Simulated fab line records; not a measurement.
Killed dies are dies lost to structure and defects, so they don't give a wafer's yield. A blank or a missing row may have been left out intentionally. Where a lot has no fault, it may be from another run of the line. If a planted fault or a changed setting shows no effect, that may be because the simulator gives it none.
Matching of chambers || flow nand harc || 4 sister chambers for NHARC_A_STAIRCASE_TRIM_187 on rie diel-02
The step chemistry O2, time 211.2 s. 8 wafers are shown with their chamber, then 7 later ones without.

EACH WAFER AND ITS CHAMBER
{"wafer": "L598.4", "chamber": 1, "showerhead plenum p Torr (Torr)": 3.63, "chamber pressure mTorr (mTorr)": 60.07}
{"wafer": "L609.1", "chamber": 2, "showerhead plenum p Torr (Torr)": 3.56, "chamber pressure mTorr (mTorr)": 59.96}
{"wafer": "L609.4", "chamber": 1, "showerhead plenum p Torr (Torr)": 3.62, "chamber pressure mTorr (mTorr)": 60.03}
{"wafer": "L616.2", "chamber": 3, "showerhead plenum p Torr (Torr)": 3.81, "chamber pressure mTorr (mTorr)": 59.98}
{"wafer": "L616.3", "chamber": 2, "showerhead plenum p Torr (Torr)": 3.56, "chamber pressure mTorr (mTorr)": 60.04}
{"wafer": "L616.6", "chamber": 3, "showerhead plenum p Torr (Torr)": 3.81, "chamber pressure mTorr (mTorr)": 59.98}
{"wafer": "L617.3", "chamber": 0, "showerhead plenum p Torr (Torr)": 3.77, "chamber pressure mTorr (mTorr)": 60.04}
{"wafer": "L617.5", "chamber": 0, "showerhead plenum p Torr (Torr)": 3.77, "chamber pressure mTorr (mTorr)": 60.08}

WAFERS WHOSE CHAMBER IS MISSING
{"wafer": "L617.6", "showerhead plenum p Torr (Torr)": 3.61, "chamber pressure mTorr (mTorr)": 60.07}
{"wafer": "L618.2", "showerhead plenum p Torr (Torr)": 3.55, "chamber pressure mTorr (mTorr)": 60.01}
{"wafer": "L618.3", "showerhead plenum p Torr (Torr)": 3.77, "chamber pressure mTorr (mTorr)": 60.05}
{"wafer": "L618.5", "showerhead plenum p Torr (Torr)": 3.55, "chamber pressure mTorr (mTorr)": 60.06}
{"wafer": "L619.1", "showerhead plenum p Torr (Torr)": 3.55, "chamber pressure mTorr (mTorr)": 60.09}
{"wafer": "L619.2", "showerhead plenum p Torr (Torr)": 3.76, "chamber pressure mTorr (mTorr)": 60.04}
{"wafer": "L619.4", "showerhead plenum p Torr (Torr)": 3.61, "chamber pressure mTorr (mTorr)": 60.02}

EACH ONE'S CHAMBER
{"wafer": "L617.6", "from the rows above": 1, "in truth": 1}
{"wafer": "L618.2", "from the rows above": 2, "in truth": 2}
{"wafer": "L618.3", "from the rows above": 0, "in truth": 0}
{"wafer": "L618.5", "from the rows above": 2, "in truth": 2}
{"wafer": "L619.1", "from the rows above": 2, "in truth": 2}
{"wafer": "L619.2", "from the rows above": 0, "in truth": 0}
{"wafer": "L619.4", "from the rows above": 1, "in truth": 1}
7 of 7 placed correctly. Not placeable from these rows: 0. Number placed wrongly: 0.
How it was worked out, from the rows above alone: a wafer's distance from a chamber is the root of the sum, over the readings, of the square of ((its reading less the chamber's mean) divided by the reading's scatter). The wafer belongs to the nearest chamber; if the next one is less than 2 further off, it can't be placed. A chamber's mean is the mean of its shown wafers. The scatter: take each reading less its chamber's mean, square it, sum over the shown wafers, divide by the number of wafers less the number of chambers, and take the root.
